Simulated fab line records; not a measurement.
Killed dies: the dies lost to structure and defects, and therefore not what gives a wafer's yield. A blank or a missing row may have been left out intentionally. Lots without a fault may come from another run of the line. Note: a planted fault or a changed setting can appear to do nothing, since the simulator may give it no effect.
A single fault, viewed from 3 desks | flow n5 finfet | numbers are kept per desk, each desk with only its own; the story behind them comes last

## THE DEFECT DESK
Lot by lot, what the route's inspections counted, given as the mean of those sampled wafers with a number. A lot is out of limits, marked OUT, if its mean lies more than 4 standard deviations from the usual mean; the brackets give that distance.
Columns: A = raw defect count at N5_BEOL_M11_INSPECT_30, usual 382
lot  | first seen here | A
L293 | day 11 02:34    | 370
L296 | day 11 16:56    | 434
L298 | day 12 16:29    | 400
L302 | day 13 12:11    | 349
L304 | day 13 23:43    | 367
L307 | day 14 16:44    | 406
L309 | day 14 22:22    | 353
L306 | day 15 09:06    | 265
L311 | day 16 18:38    | 543
L315 | day 17 16:06    | 402
This desk's finding: nothing out of limits on any of the 10 lots.

## FOR THE TOOL OWNER'S DESK: arfi scanner-01
The tool's own readings at N5_BEOL_M11_EXPOSE_25 (exposes mask V10): means of the sampled wafers that have a number, for each lot that ran on this tool. A lot is out of limits, marked OUT, if its mean lies more than 4 standard deviations from the usual mean; the brackets give that distance.
Columns: A = exposure dose mJ cm2 at N5_BEOL_M11_EXPOSE_25, usual 85.43
lot  | first seen here | A
L293 | day 11 02:23    | 85.36
L296 | day 11 16:46    | 85.51
L304 | day 13 23:31    | 85.41
L309 | day 14 22:11    | 85.40
L306 | day 15 08:55    | 90.23 (+63) OUT
L311 | day 16 18:26    | 89.26 (+50) OUT
Finding of this desk: L306, L311 out of limits; the first was L306 at day 15 08:55, on exposure dose mJ cm2 at N5_BEOL_M11_EXPOSE_25. In limits: L293, L296, L304, L309.

## AT THE METROLOGY DESK
Means of the sampled wafers that have a number, per lot and without regard to the tool the lot ran on: this is what the gauges read. A lot is out of limits, marked OUT, if its mean lies more than 4 standard deviations from the usual mean; the brackets give that distance.
Columns: A = cd nm at N5_BEOL_M11_CD_MEAS_28, usual 70.4 nm
lot  | first seen here | A
L293 | day 11 02:31    | 69.6
L296 | day 11 16:53    | 71.2
L298 | day 12 16:26    | 71.2
L302 | day 13 12:08    | 70.5
L304 | day 13 23:40    | 68.8
L307 | day 14 16:41    | 70.4
L309 | day 14 22:19    | 70.7
L306 | day 15 09:03    | 75.0 (+4.9) OUT
L311 | day 16 18:34    | 73.7
L315 | day 17 16:02    | 70.1
Finding of this desk: L306 out of limits; the first was L306 at day 15 09:03, on cd nm at N5_BEOL_M11_CD_MEAS_28. In limits: L293, L296, L298, L302, L304, L307, L309, L311, L315.

## ALL TOGETHER
On L306, L311, at day 15 08:55, an alarm was possible from the tool owner's desk.
An alarm was possible from the metrology desk at day 15 09:03, on L306.
Nothing out of limits was seen by the defect desk.
The defect desk has L306, L311 on record, within its limits.
The metrology desk has L311 on record, within its limits.
Every lot named ran N5_BEOL_M11_EXPOSE_25 on arfi scanner-01.

## WHAT THE SIMULATOR HAD INSERTED
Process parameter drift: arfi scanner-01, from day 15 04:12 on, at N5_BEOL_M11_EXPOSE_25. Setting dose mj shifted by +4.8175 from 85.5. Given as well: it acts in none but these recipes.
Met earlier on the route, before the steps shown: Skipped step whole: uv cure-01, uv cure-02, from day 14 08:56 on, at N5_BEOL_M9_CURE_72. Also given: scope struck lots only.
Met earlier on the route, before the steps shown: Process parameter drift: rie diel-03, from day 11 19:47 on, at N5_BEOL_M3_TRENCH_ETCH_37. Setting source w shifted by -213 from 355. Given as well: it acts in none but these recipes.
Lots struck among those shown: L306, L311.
Hours from the fault's start to each desk's first reading out of limits: the tool owner's desk, 5; the metrology desk, 5.
